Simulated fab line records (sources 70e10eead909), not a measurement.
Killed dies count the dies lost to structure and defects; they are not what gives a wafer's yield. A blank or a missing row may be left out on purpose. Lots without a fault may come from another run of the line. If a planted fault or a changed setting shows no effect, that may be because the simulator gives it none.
fab line records	flow nand-harc
record lots=6	wafers=18	last-day=24
route steps=1159 shown A_M0@1023 A_M1@1026 END@1159
lots with no fault: from the same line, run without faults
start-h: hours from the record's opening day to when the first of the lot's shown wafers began	wait-h: hours from the lot's prior step to this one	" identical to the entry in the row above	L1.1+2: a single row standing in for several wafers	- either no value or no given start	* or withheld: withheld	< > ~ a bound
route shown NAME@n: a module of which the file shows steps, and the number in the route of the first	usual: the fault-free wafers' mean and standard deviation	same: alike in all rows	chamber/n: place in a boat	sites: each site's reading	_std_site: the standard deviation of these	_edge_site: inner sites' mean taken away from outer sites' mean	radius-mm: how far each site lies from the wafer's centre	mask NAME#n: copy n	behind: the last tool/chamber to shape the wafer	hold: why the lot was held/for how many hours/how that ended	device: the n, p or np transistor that did not switch	end of line: tests of these same wafers at the route's end	for a step that has no rows: nothing shown but its recipe	killed: not the wafer's yield, but the dies lost to structure and defects at the first sort	map: per-die view of a wafer (x killed, . not killed, _ where there is no die)
set.NAME: the setting that was run; set.NAME@STEP: the one run at that earlier step	model.NAME: the simulator's own value behind a step, which no gauge read
a table for each step, a row for each wafer; lots at some steps of the route
services: from which hour (start-h, from the record's first day; less than 0 if before it) a tool's chamber was out of use, for how many hours, and why
## steps
# step NHARC_A_M0_INSPECT_27
# usual raw-defect-count=457/130
lot.wafer	tool	chamber	start-h	wait-h	raw-defect-count
L899.1	defect-inspect-01	-	398.13	0.0	597
L899.5	"	-	"	"	912
L899.6	"	-	"	"	570
L903.1	defect-inspect-02	-	421.31	0.0	349
L903.2	"	-	"	"	355
L903.3	"	-	"	"	341
L909.1	defect-inspect-02	-	477.90	0.0	399
L909.4	"	-	"	"	457
L909.6	"	-	"	"	582
L913.3	defect-inspect-02	-	495.80	0.0	441
L913.4	"	-	"	"	450
L913.6	"	-	"	"	493
L916.1	defect-inspect-02	-	513.28	0.0	283
L916.4	"	-	"	"	331
L916.5	"	-	"	"	344
L920.3	defect-inspect-01	-	534.89	0.0	461
L920.4	"	-	"	"	573
L920.6	"	-	"	"	425
# step NHARC_A_M0_PRE_CLEAN_31
# recipe time-s=12	temp-c=370	rf-power-w=300	gas=NH3
# usual heater-power-w=617/92	susceptor-temp-C=370.04/0.21
lot.wafer	tool	chamber	start-h	wait-h	heater-power-w	susceptor-temp-C
L899.1	pecvd-01	1	398.36	0.2	634	370.40
L899.6	"	0	"	"	471	370.39
L899.5	"	1	"	"	641	370.01
L903.2	pecvd-02	2	422.45	1.1	828	370.10
L903.1	"	0	"	"	499	370.16
L903.3	"	1	"	"	692	370.04
L909.1	pecvd-04	0	477.98	0.1	609	370.36
L909.4	"	0	"	"	598	370.00
L909.6	"	2	"	"	522	370.04
L913.3	pecvd-01	1	495.89	0.1	664	370.04
L913.4	"	0	"	"	539	369.99
L913.6	"	1	"	"	667	369.91
L916.1	pecvd-01	2	513.36	0.1	639	370.24
L916.4	"	1	"	"	600	370.04
L916.5	"	2	"	"	633	370.35
L920.3	pecvd-01	2	534.99	0.1	599	369.88
L920.4	"	0	"	"	529	370.12
L920.6	"	2	"	"	606	370.06
# step NHARC_A_M0_DEP_32
# recipe target-thk-a=300	temp-c=370	target-thk-nm=30	pressure-torr=3	flow-sccm=200	rf-w=450	material=SiCN
# usual chamber-pressure-Torr=3.000/0.0067	heater-power-w=566/84	susceptor-temp-C=369.99/0.21
lot.wafer	tool	chamber	start-h	wait-h	chamber-pressure-Torr	heater-power-w	susceptor-temp-C
L899.1	pecvd-01	1	398.50	0.1	3.002	608	370.16
L899.6	"	0	"	"	2.999	403	369.71
L899.5	"	1	"	"	3.011	602	369.96
L903.2	pecvd-02	2	422.53	0.1	2.999	790	369.68
L903.1	"	0	"	"	3.010	502	370.04
L903.3	"	1	"	"	3.005	623	370.06
L909.1	pecvd-04	0	478.05	0.1	3.011	587	370.27
L909.4	"	0	"	"	2.997	593	370.29
L909.6	"	2	"	"	2.989	469	369.66
L913.3	pecvd-01	1	496.03	0.1	2.983	539	370.14
L913.4	"	0	"	"	3.009	453	370.06
L913.6	"	1	"	"	2.994	543	370.15
L916.1	pecvd-01	2	513.47	0.1	2.997	607	370.08
L916.4	"	1	"	"	2.993	634	370.21
L916.5	"	2	"	"	2.999	599	370.23
L920.3	pecvd-01	2	535.20	0.2	2.989	608	369.72
L920.4	"	0	"	"	3.007	491	370.26
L920.6	"	2	"	"	2.990	595	370.15
# step NHARC_A_M1_DEP_00
# recipe target-thk-a=1825	target-thk-nm=182.5	temp-c=withheld	pressure-torr=5	flow-sccm=200	rf-w=600	material=SiOC
# step NHARC_A_M1_DEHYDRATE_01
# recipe temp-c=150	time-s=120
# step NHARC_A_M1_HMDS_02
# recipe time-s=30
# step NHARC_A_M1_COAT_34
# recipe temp-c=200	time-s=65
# step NHARC_A_M1_COAT_03
# recipe spin-rpm=1500	resist-thk-nm=90
# step NHARC_A_M1_SOFTBAKE_04
# recipe temp-c=105	time-s=55
# step NHARC_A_M1_EBR_05
# step NHARC_A_M1_EXPOSE_06
# recipe na=1.35	target-cd-nm=120	dose-mj=75.13	mask-id=A_M1
# step NHARC_A_M1_PEB_07
# recipe peb-temp-c=100	peb-time-s=65
# usual heater-power-total-W=156.5/0.39	plate-temp-C=100.00/0.12
lot.wafer	tool	chamber	start-h	wait-h	heater-power-total-W	plate-temp-C
L899.1	litho-track-06	0	399.58	0.1	156.6	100.10
L899.5	"	0	"	"	157.1	99.96
L899.6	"	0	"	"	156.9	100.04
L903.1	litho-track-01	0	423.54	0.1	156.1	100.20
L903.2	"	0	"	"	157.2	100.19
L903.3	"	0	"	"	156.7	100.15
L909.1	litho-track-01	0	479.32	0.1	156.4	100.16
L909.4	"	0	"	"	156.3	99.93
L909.6	"	0	"	"	156.1	100.07
L913.3	litho-track-01	0	497.09	0.0	160.2	101.68
L913.4	"	0	"	"	160.3	101.72
L913.6	"	0	"	"	160.5	101.72
L916.1	litho-track-01	0	514.60	0.1	160.7	101.65
L916.4	"	0	"	"	159.7	101.65
L916.5	"	0	"	"	160.4	101.59
L920.3	litho-track-06	0	536.37	0.0	156.9	99.95
L920.4	"	0	"	"	156.1	99.95
L920.6	"	0	"	"	156.7	99.65
# step NHARC_A_M1_DEVELOP_08
# recipe develop-time-s=35	dev-temp-c=23
# step NHARC_A_M1_CD_MEAS_09
# recipe target-cd-nm=120	landing-energy-ev=500
# usual cd-nm=119.8/0.61
lot.wafer	tool	chamber	start-h	wait-h	hold	cd-nm
L899.1	cd-sem-02	0	399.66	-	-	120.6
L899.5	"	0	"	"	-	120.2
L899.6	"	0	"	"	-	120.8
L903.1	cd-sem-02	0	423.62	-	-	120.1
L903.2	"	0	"	"	-	119.7
L903.3	"	0	"	"	-	119.5
L909.1	cd-sem-01	0	479.40	-	-	119.7
L909.4	"	0	"	"	-	118.7
L909.6	"	0	"	"	-	119.6
L913.3	cd-sem-03	0	497.17	-	await-dispo/0.2h/release	124.2
L913.4	"	0	"	"	await-dispo/0.2h/release	125.4
L913.6	"	0	"	"	await-dispo/0.2h/release	124.8
L913.3	cd-sem-03	0	-	-	-	124.4
L913.4	"	0	"	"	-	125.4
L913.6	"	0	"	"	-	125.2
L916.1	cd-sem-03	0	514.68	-	await-dispo/0.2h/release	123.9
L916.4	"	0	"	"	await-dispo/0.2h/release	123.3
L916.5	"	0	"	"	await-dispo/0.2h/release	124.9
L916.1	cd-sem-03	0	-	-	-	123.9
L916.4	"	0	"	"	-	122.9
L916.5	"	0	"	"	-	124.9
L920.3	cd-sem-03	0	536.46	-	-	119.4
L920.4	"	0	"	"	-	119.4
L920.6	"	0	"	"	-	120.6
# step NHARC_A_M1_OVL_MEAS_10
# recipe pitch-nm=240
# usual overlay-x-nm=0.0/0.94	overlay-y-nm=0.3/0.83
lot.wafer	tool	chamber	start-h	wait-h	hold	overlay-x-nm	overlay-y-nm
L899.1	overlay-02	-	399.75	-	-	-0.2	0.4
L899.5	"	-	"	"	-	0.1	0.5
L899.6	"	-	"	"	-	-0.1	-0.1
L903.1	overlay-01	-	423.71	-	-	-0.4	0.5
L903.2	"	-	"	"	-	-0.4	0.5
L903.3	"	-	"	"	-	-0.8	0.5
L909.1	overlay-01	-	479.49	-	-	-1.4	-0.3
L909.4	"	-	"	"	-	-1.3	-1.2
L909.6	"	-	"	"	-	-0.9	-0.3
L913.3	overlay-01	-	499.54	-	await-dispo/2.1h/release	1.2	0.6
L913.4	"	-	"	"	await-dispo/2.1h/release	0.9	0.4
L913.6	"	-	"	"	await-dispo/2.1h/release	0.8	0.0
L916.1	overlay-01	-	515.88	-	await-dispo/0.9h/release	-0.2	1.3
L916.4	"	-	"	"	await-dispo/0.9h/release	0.3	0.9
L916.5	"	-	"	"	await-dispo/0.9h/release	-0.1	0.7
L920.3	overlay-01	-	536.54	-	-	-0.9	-0.3
L920.4	"	-	"	"	-	-0.4	-0.4
L920.6	"	-	"	"	-	-0.6	-0.2
# step NHARC_A_M1_INSPECT_11
# usual raw-defect-count=30/15
lot.wafer	tool	chamber	start-h	wait-h	raw-defect-count
L899.1	defect-inspect-02	-	399.78	0.0	27
L899.5	"	-	"	"	29
L899.6	"	-	"	"	25
L903.1	defect-inspect-02	-	423.76	0.1	9
L903.2	"	-	"	"	9
L903.3	"	-	"	"	10
L909.1	defect-inspect-02	-	479.53	0.0	35
L909.4	"	-	"	"	36
L909.6	"	-	"	"	31
L913.3	defect-inspect-02	-	499.58	0.0	38
L913.4	"	-	"	"	46
L913.6	"	-	"	"	39
L916.1	defect-inspect-01	-	515.92	0.0	26
L916.4	"	-	"	"	22
L916.5	"	-	"	"	18
L920.3	defect-inspect-01	-	536.58	0.0	21
L920.4	"	-	"	"	20
L920.6	"	-	"	"	20
# step NHARC_A_M1_DESCUM_14
# recipe time-s=3	o2-flow-sccm=200	ar-flow-sccm=0	bias-power-w=0	chemistry=O2
# usual drypump-motor-current-A=5.7/0.31	oes-product-au=0.997/0.0084	rf-vpp-V=57.8/0.82	showerhead-plenum-p-Torr=1.92/0.085	throttle-valve-pct=11.313/0.0091
lot.wafer	tool	chamber	start-h	wait-h	drypump-motor-current-A	oes-product-au	rf-hours-counter-h	rf-vpp-V	showerhead-plenum-p-Torr	throttle-valve-pct	model.A_M1.cd-nm
L899.1	rie-diel-01	1	399.84	0.1	6.1	0.980	2	56.9	1.93	11.313	120.2
L899.5	"	1	"	"	6.0	0.975	-	58.3	1.93	11.307	120.4
L899.6	"	2	"	"	5.3	0.992	-	57.9	2.05	11.317	120.8
L903.2	rie-diel-07	3	423.82	0.1	5.4	0.994	0	57.8	1.85	11.299	119.5
L903.1	"	1	"	"	5.8	1.006	0	58.5	2.03	11.314	119.7
L903.3	"	2	"	"	5.7	0.998	0	57.5	1.79	11.297	119.9
L909.4	rie-diel-01	2	479.59	0.1	5.4	1.012	4	59.1	2.04	11.316	118.9
L909.1	"	3	"	"	6.1	0.994	3	59.0	1.89	11.328	119.3
L909.6	"	3	"	"	6.1	1.004	-	57.3	1.89	11.310	119.1
L913.3	rie-diel-07	1	499.63	0.1	5.9	0.977	7	58.2	2.03	11.309	124.7
L913.4	"	0	"	"	5.3	1.002	5	58.0	1.97	11.326	126.1
L913.6	"	1	"	"	5.9	0.980	-	58.0	2.03	11.311	125.1
L916.4	rie-diel-08	2	516.00	0.1	5.8	1.007	1	59.7	2.05	11.312	123.9
L916.1	"	3	"	"	5.4	1.004	1	57.7	1.82	11.316	124.2
L916.5	"	1	"	"	5.5	0.995	-	57.5	1.85	11.322	124.7
L920.3	rie-diel-01	3	536.65	0.1	6.2	0.973	0	58.0	1.89	11.320	119.6
L920.4	"	0	"	"	5.4	0.986	0	56.7	1.86	11.312	120
L920.6	"	1	"	"	6.0	0.984	-	56.9	1.93	11.304	120.3
# step NHARC_A_M1_ETCH_35
# recipe target-depth-a=400	overetch-a=120	time-s=43.94	ion-energy-ev=200	n2-flow-sccm=150	h2-flow-sccm=150	ar-flow-sccm=0	rf-w=400	bias-w=150	chemistry=N2/H2
# usual drypump-motor-current-A=5.7/0.32	oes-product-au=0.998/0.0081	rf-vpp-V=430.9/2.7	showerhead-plenum-p-Torr=2.05/0.093	throttle-valve-pct=14.171/0.0096
lot.wafer	tool	chamber	start-h	wait-h	drypump-motor-current-A	oes-product-au	rf-hours-counter-h	rf-vpp-V	showerhead-plenum-p-Torr	throttle-valve-pct
L899.1	rie-diel-01	2	399.93	0.1	5.4	1.003	2	435.5	2.18	14.170
L899.5	"	2	"	"	5.4	1.004	-	435.0	2.18	14.183
L899.6	"	3	"	"	6.2	0.994	-	430.7	2.02	14.177
L903.2	rie-diel-07	3	423.91	0.1	5.4	1.006	0	428.9	1.97	14.167
L903.1	"	0	"	"	5.3	1.006	0	433.2	2.10	14.173
L903.3	"	1	"	"	5.8	1.003	0	434.0	2.17	14.160
L909.1	rie-diel-01	2	479.69	0.1	5.4	0.993	4	435.5	2.18	14.180
L909.4	"	3	"	"	6.2	0.990	4	430.6	2.02	14.185
L909.6	"	2	"	"	5.4	0.996	-	434.4	2.18	14.163
L913.4	rie-diel-07	0	499.73	0.1	5.3	0.999	5	431.3	2.10	14.177
L913.3	"	1	"	"	5.9	0.981	7	433.9	2.17	14.169
L913.6	"	0	"	"	5.3	1.002	-	433.3	2.10	14.180
L916.1	rie-diel-08	3	516.07	0.1	5.4	1.011	1	428.5	1.93	14.153
L916.4	"	1	"	"	5.6	0.998	1	428.6	1.97	14.164
L916.5	"	3	"	"	5.4	1.006	-	429.2	1.93	14.174
L920.3	rie-diel-01	3	536.73	0.1	6.2	0.985	0	429.4	2.02	14.152
L920.4	"	0	"	"	5.4	0.989	0	429.9	1.98	14.179
L920.6	"	2	"	"	5.3	1.015	-	433.7	2.18	14.165
# step NHARC_A_M1_ETCH_15
# recipe target-depth-a=1825	time-s=91.2	c4f8-flow-sccm=withheld	ar-flow-sccm=400	rf-w=600	bias-w=300	chemistry=C4F8/Ar
# usual oes-product-au=0.952/0.021	rf-vpp-V=440.9/2.8
lot.wafer	tool	chamber	start-h	wait-h	oes-product-au	rf-hours-counter-h	rf-vpp-V
L899.1	rie-diel-01	0	-	-	0.921	2	438.2
L899.5	"	0	"	"	0.922	-	439.3
L899.6	"	1	"	"	0.912	-	441.1
L903.3	rie-diel-07	0	-	-	0.959	0	443.1
L903.1	"	1	"	"	0.971	0	444.1
L903.2	"	2	"	"	0.983	0	436.5
L909.4	rie-diel-01	3	-	-	0.932	4	440.2
L909.1	"	2	"	"	0.942	4	445.0
L909.6	"	0	"	"	0.947	-	441.0
L913.4	rie-diel-07	2	-	-	0.967	7	436.7
L913.3	"	3	"	"	0.985	8	437.4
L913.6	"	2	"	"	0.962	-	436.4
L916.4	rie-diel-08	1	-	-	0.935	1	438.7
L916.1	"	2	"	"	0.936	1	444.2
L916.5	"	1	"	"	0.936	-	438.8
L920.3	rie-diel-01	1	-	-	0.954	0	441.4
L920.4	"	0	"	"	0.965	0	438.2
L920.6	"	1	"	"	0.952	-	444.0
# step NHARC_A_M1_CD_MEAS_16
# usual cd-nm=119.6/0.82
lot.wafer	tool	chamber	start-h	wait-h	hold	cd-nm
L899.1	cd-sem-02	-	400.15	-	-	120.3
L899.5	"	-	"	"	-	120.3
L899.6	"	-	"	"	-	120.4
L903.1	cd-sem-02	-	424.13	-	-	119.4
L903.2	"	-	"	"	-	119.2
L903.3	"	-	"	"	-	120.6
L909.1	cd-sem-01	-	479.91	-	-	119.6
L909.4	"	-	"	"	-	119.0
L909.6	"	-	"	"	-	119.0
L913.3	cd-sem-03	-	499.94	-	await-dispo/0.2h/release	125.0
L913.4	"	-	"	"	await-dispo/0.2h/release	126.1
L913.6	"	-	"	"	await-dispo/0.2h/release	125.1
L913.3	cd-sem-03	-	500.13	0.2	-	125.2
L913.4	"	-	"	"	-	125.9
L913.6	"	-	"	"	-	125.2
L916.1	cd-sem-02	-	516.30	-	await-dispo/0.2h/release	123.9
L916.4	"	-	"	"	await-dispo/0.2h/release	124.1
L916.5	"	-	"	"	await-dispo/0.2h/release	124.6
L916.1	cd-sem-02	-	516.48	0.2	-	123.9
L916.4	"	-	"	"	-	124.0
L916.5	"	-	"	"	-	124.1
L920.3	cd-sem-03	-	536.95	-	-	119.9
L920.4	"	-	"	"	-	119.4
L920.6	"	-	"	"	-	120.4
# step NHARC_A_M1_STRIP_18
# recipe power-w=1000	n2-flow-sccm=150	h2-flow-sccm=150	ar-flow-sccm=0	bias-w=0	chemistry=N2/H2
# usual drypump-motor-current-A=5.64/0.26	oes-product-au=0.999/0.0085	rf-vpp-V=90.6/1.1	showerhead-plenum-p-Torr=2.03/0.1	throttle-valve-pct=14.170/0.0093
lot.wafer	tool	chamber	start-h	wait-h	hold	drypump-motor-current-A	oes-product-au	rf-hours-counter-h	rf-vpp-V	showerhead-plenum-p-Torr	throttle-valve-pct
L899.1	rie-diel-07	3	400.25	0.1	-	5.42	1.002	13	89.9	1.97	14.174
L899.5	"	2	"	"	-	5.67	1.005	-	91.0	1.90	14.182
L899.6	"	3	"	"	-	5.42	1.006	-	90.3	1.97	14.183
L903.1	rie-diel-07	1	424.20	0.1	-	5.88	0.993	0	92.1	2.17	14.158
L903.2	"	2	"	"	-	5.66	0.991	0	88.5	1.90	14.175
L903.3	"	0	"	"	-	5.30	1.009	0	92.5	2.10	14.165
L909.1	rie-diel-07	1	480.07	0.2	-	5.87	1.008	5	90.4	2.17	14.165
L909.6	"	2	"	"	-	5.67	1.006	-	90.4	1.90	14.173
L909.4	"	1	"	"	-	5.87	0.998	-	91.6	2.17	14.174
L913.3	rie-diel-07	1	502.47	2.3	await-dispo/2.2h/release	5.85	0.985	7	90.7	2.17	14.169
L913.4	"	3	"	"	await-dispo/2.2h/release	5.43	1.004	8	89.5	1.97	14.177
L913.6	"	2	"	"	await-dispo/2.2h/release	5.65	0.995	-	89.5	1.90	14.156
L916.1	rie-diel-08	2	518.35	1.9	await-dispo/1.5h/release	5.76	0.998	1	92.5	2.19	14.188
L916.4	"	3	"	"	await-dispo/1.5h/release	5.42	1.009	1	89.2	1.93	14.160
L916.5	"	0	"	"	await-dispo/1.5h/release	6.08	1.006	-	89.6	2.00	14.178
L920.3	rie-diel-07	2	537.02	0.1	-	5.68	0.997	11	89.7	1.90	14.167
L920.4	"	3	"	"	-	5.43	0.988	12	90.7	1.97	14.168
L920.6	"	3	"	"	-	5.44	1.000	-	89.6	1.97	14.175
# step NHARC_A_M1_ETCH_28
# recipe target-depth-a=300	over-etch-frac=0.3	time-s=72.99	ion-energy-ev=150	cf4-flow-sccm=50	n2-flow-sccm=100	ar-flow-sccm=150	rf-w=300	bias-w=100	chemistry=CF4/N2
# usual drypump-motor-current-A=5.63/0.26	oes-product-au=0.998/0.0072	rf-vpp-V=314.2/2.1	showerhead-plenum-p-Torr=2.62/0.12	throttle-valve-pct=19.795/0.0097
lot.wafer	tool	chamber	start-h	wait-h	drypump-motor-current-A	oes-product-au	rf-hours-counter-h	rf-vpp-V	showerhead-plenum-p-Torr	throttle-valve-pct	model.A_M1.cd-nm
L899.1	rie-diel-07	1	-	-	5.85	0.983	12	315.6	2.78	19.790	121.4
L899.5	"	0	"	"	5.30	1.006	-	315.8	2.70	19.802	119.8
L899.6	"	1	"	"	5.87	0.987	-	316.3	2.78	19.786	121.4
L903.2	rie-diel-07	3	-	-	5.43	0.992	0	312.9	2.55	19.788	119.5
L903.1	"	0	"	"	5.29	1.003	0	314.5	2.70	19.796	118.4
L903.3	"	1	"	"	5.85	0.991	0	317.1	2.78	19.789	121.1
L909.1	rie-diel-07	3	-	-	5.43	1.005	6	312.0	2.54	19.796	119.2
L909.4	"	0	"	"	5.29	1.003	4	314.8	2.70	19.807	118.4
L909.6	"	2	"	"	5.65	0.997	-	310.5	2.46	19.790	119.2
L913.4	rie-diel-07	3	-	-	5.44	1.005	8	312.6	2.54	19.794	127.1
L913.3	"	2	"	"	5.67	1.008	7	311.2	2.46	19.815	124.7
L913.6	"	0	"	"	5.31	1.025	-	316.6	2.70	19.796	125.4
L916.1	rie-diel-08	3	-	-	5.41	1.008	1	311.5	2.50	19.794	124.1
L916.4	"	0	"	"	6.07	1.004	1	312.2	2.58	19.801	124.9
L916.5	"	2	"	"	5.77	0.999	-	316.0	2.81	19.787	124.5
L920.4	rie-diel-07	1	-	-	5.86	0.994	10	317.1	2.77	19.791	120.6
L920.3	"	2	"	"	5.65	0.995	11	310.3	2.46	19.785	119.8
L920.6	"	1	"	"	5.84	0.996	-	315.0	2.78	19.783	121.3
# step NHARC_A_M1_STRIP_19
# recipe time-s=600	temp-c=30	chemistry=post-etch-residue-remover
# step NHARC_END_SORT_01
# recipe temp-c=25
# usual defect-limited-yield=95.7/1.6	killed-at-array=25/9.7	killed-at-other=0.7/0.87	killed-at-periphery=3.3/2.3	killed-dies=29/11	killed-open=3.6/2.1	killed-short=2.3/1.7	sort_bin_2_pct=1.4/0.62	sort_bin_3_pct=0.25/0.21	sort_bin_4_pct=2.7/1	sort-n-pass=648/11	sort-rim-yield-pct=94/3.2	sort-yield-pct=95.7/1.6
# same gross-dies=677	sort_bin_5_pct[%]=0	sort_bin_6_pct[%]=0	sort_bin_7_pct[%]=0	sort_bin_8_pct[%]=0	sort-rim-n-gross=106.00
lot.wafer	tool	chamber	start-h	wait-h	defect-limited-yield[%]	killed-at-array	killed-at-other	killed-at-periphery	killed-dies	killed-open	killed-short	sort_bin_2_pct[%]	sort_bin_3_pct[%]	sort_bin_4_pct[%]	sort-n-pass	sort-rim-yield-pct[%]	sort-yield-pct[%]
L913.3	prober-02	0	534.76	3.1	94.4	34	2	2	38	6	8	2.2	0.44	3.0	639	94	94.4
L913.6	prober-02	0	537.16	4.0	95.3	28	3	1	32	3	1	1.5	0.30	3.0	645	96	95.3
L916.1	prober-01	0	552.19	2.5	95.6	26	0	4	30	1	1	1.5	0	3.0	647	96	95.6
L920.3	prober-01	0	584.14	3.1	96.8	19	2	1	22	2	3	1.3	0.15	1.8	655	95	96.8
L920.4	prober-01	0	584.93	3.4	96.8	17	2	3	22	2	2	0.9	0.44	1.9	655	95	96.8
L920.6	prober-01	0	586.51	3.9	96.5	21	1	2	24	1	2	1.0	0.44	2.1	653	95	96.5
# killed by level:class
L913.3 A_SLIT:chamber-film-flake=11 A_ONON_D1:geometric-particle:short=4 A_CONTACT:chamber-film-flake=4 A_CONTACT:geometric-particle:open=3 A_CHANNEL_HOLE_D1:chamber-film-flake=3 A_ONON_D1:geometric-particle:open=2 THIN_TSV:chamber-film-flake=2 A_SOURCE_PLATE:geometric-particle:short=1
L913.6 A_SLIT:chamber-film-flake=9 A_CHANNEL_HOLE_D1:chamber-film-flake=7 A_CONTACT:chamber-film-flake=5 THIN_TSV:chamber-film-flake=3 A_STAIRCASE:chamber-film-flake=3 P_CONTACT:geometric-particle:open=1 A_ONON_D1:geometric-particle:open=1 A_WL_FILL:geometric-particle:short=1
L916.1 A_STAIRCASE:chamber-film-flake=11 A_CHANNEL_HOLE_D1:chamber-film-flake=7 A_CONTACT:chamber-film-flake=6 P_ZERO_WELL:chamber-film-flake=2 A_SOURCE_PLATE:geometric-particle:open=1 A_WL_FILL:geometric-particle:short=1 P_STI:chamber-film-flake=1 P_M0:chamber-film-flake=1
L920.3 A_CHANNEL_HOLE_D1:chamber-film-flake=6 A_CONTACT:chamber-film-flake=5 A_STAIRCASE:chamber-film-flake=2 A_SLIT:chamber-film-flake=2 P_M0:geometric-particle:open=1 A_ONON_D1:geometric-particle:short=1 A_CHANNEL_FILL_D1:geometric-particle:short=1 A_BLC:geometric-particle:open=1
L920.4 A_CHANNEL_HOLE_D1:chamber-film-flake=9 A_CONTACT:chamber-film-flake=3 P_STI:chamber-film-flake=2 P_M1:geometric-particle:open=1 A_ONON_D1:geometric-particle:short=1 A_WL_FILL:geometric-particle:short=1 STARTING-WAFER:geometric-particle:open=1 A_STAIRCASE:chamber-film-flake=1
L920.6 A_CHANNEL_HOLE_D1:chamber-film-flake=8 A_CHANNEL_FILL_D1:chamber-film-flake=3 A_STAIRCASE:chamber-film-flake=3 A_ZERO_WELL:chamber-film-flake=2 A_CONTACT:chamber-film-flake=2 P_GATE:geometric-particle:open=1 A_CONTACT:geometric-particle:short=1 A_BLC:geometric-particle:short=1
## services
tool	chamber	start-h	hours	kind
pecvd-04	-	376.48	13.0	pm
rie-diel-07	0	384.29	-	clean
rie-diel-07	1	384.29	-	clean
rie-diel-07	2	384.29	-	clean
pecvd-01	-	398.70	2.1	repair
rie-diel-07	-	405.20	9.0	pm
pecvd-01	-	411.71	0.6	repair
pecvd-01	-	418.51	13.0	pm
rie-diel-01	3	424.43	5.0	repair
litho-track-01	-	443.00	7.0	pm
pecvd-04	-	448.19	0.5	repair
pecvd-01	-	452.34	6.1	repair
rie-diel-07	0	459.11	5.9	repair
litho-track-06	-	467.00	7.0	pm
rie-diel-07	0	474.70	5.4	repair
rie-diel-08	2	476.70	2.9	repair
rie-diel-08	-	478.82	9.0	pm
pecvd-01	-	488.28	0.4	repair
rie-diel-01	-	491.80	9.0	pm
rie-diel-01	-	506.68	2.0	repair
pecvd-04	-	509.84	1.3	repair
pecvd-02	-	515.26	13.0	pm
rie-diel-01	-	525.14	1.6	repair
pecvd-01	1	530.41	19.3	repair
## key
first-sign step=NHARC_A_M1_PEB_07	reading=plate-temp-C	direction=up	sigmas=14	usual=*	struck=*
effect step=NHARC_A_M1_PEB_07	reading=heater-power-total-W	direction=up	sigmas=9.5	usual=*	struck=*
effect step=NHARC_A_M1_CD_MEAS_09	reading=visit	direction=added	through=control-loop
effect step=NHARC_A_M1_CD_MEAS_09	reading=cd-nm	direction=up	sigmas=7.6	usual=119.8	struck=124.4	through=control-loop
effect step=NHARC_A_M1_CD_MEAS_16	reading=visit	direction=added	through=control-loop
effect step=NHARC_A_M1_CD_MEAS_16	reading=cd-nm	direction=up	sigmas=6.4	usual=119.6	struck=124.8	through=control-loop
model-effect step=NHARC_A_M1_DESCUM_14	value=A_M1.cd-nm	without=119.6	struck=124.8
model-effect step=NHARC_A_M1_ETCH_28	value=A_M1.cd-nm	without=119.9	struck=125.1
met-at NHARC_A_M1_PEB_07
struck-wafers L913.3,L913.4,L913.6,L916.1,L916.4,L916.5
loop-trim step=NHARC_A_M1_EXPOSE_06	setting=dose	lots=L916
onset-between 479.32 497.09
fault kind=process-parameter-drift	tool=litho-track-01	chamber=-	onset-h=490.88	steps=NHARC_A_M1_PEB_07	channel=peb-temp-c	offset=*	shape=step	end-h=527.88	acts-in=*	stated=*
# loop-trim: a control loop set the setting to another value than it would have without faults
